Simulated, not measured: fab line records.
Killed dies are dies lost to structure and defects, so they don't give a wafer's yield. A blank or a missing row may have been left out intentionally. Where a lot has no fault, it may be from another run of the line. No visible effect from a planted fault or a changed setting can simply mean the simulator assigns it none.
Chamber matching + flow n5 finfet + pecvd-01 running N5_BEOL_M1_ILD_DEP_00: 3 sister chambers
The step deposits SiOC from DEMS/O2, target thk 79 nm, time 15.3 s. 3 wafers are shown with their chamber, then 7 later ones without.

== WAFERS, EACH WITH ITS CHAMBER ==
| wafer  | chamber | heater power w (W) |
|--------|---------|--------------------|
| L089.4 | 1       | 407                |
| L090.1 | 0       | 483                |
| L090.4 | 2       | 549                |

== WAFERS WITH NO CHAMBER GIVEN ==
| wafer  | heater power w (W) |
|--------|--------------------|
| L090.5 | 496                |
| L091.1 | 410                |
| L091.4 | 464                |
| L091.6 | 611                |
| L095.1 | 554                |
| L095.2 | 460                |
| L095.4 | 339                |

== EACH ONE'S CHAMBER ==
| wafer  | from the rows above          | in truth |
|--------|------------------------------|----------|
| L090.5 | can't be placed: 0 or 2      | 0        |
| L091.1 | can't be placed: 1 or 0      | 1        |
| L091.4 | can't be placed: 0 or 1 or 2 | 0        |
| L091.6 | can't be placed: 2 or 0      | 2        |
| L095.1 | can't be placed: 2 or 0      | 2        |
| L095.2 | can't be placed: 0 or 1 or 2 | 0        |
| L095.4 | 1                            | 1        |
1 of 7 placed correctly. Can't be placed from these rows: 6 (the true chamber is among the candidates in 6). Placed wrongly: 0.
How it was worked out, from the rows above alone: a wafer's distance from a chamber is the root of the sum, over the readings, of the square of ((its reading less the chamber's mean) divided by the reading's scatter). The wafer belongs to the nearest chamber; if the next one is less than 2 further off, it can't be placed. Each chamber's mean is taken over the wafers shown for it. The scatter: with one shown wafer a chamber, the root of the mean of the squares of how far each hidden wafer lies from its nearest shown one.
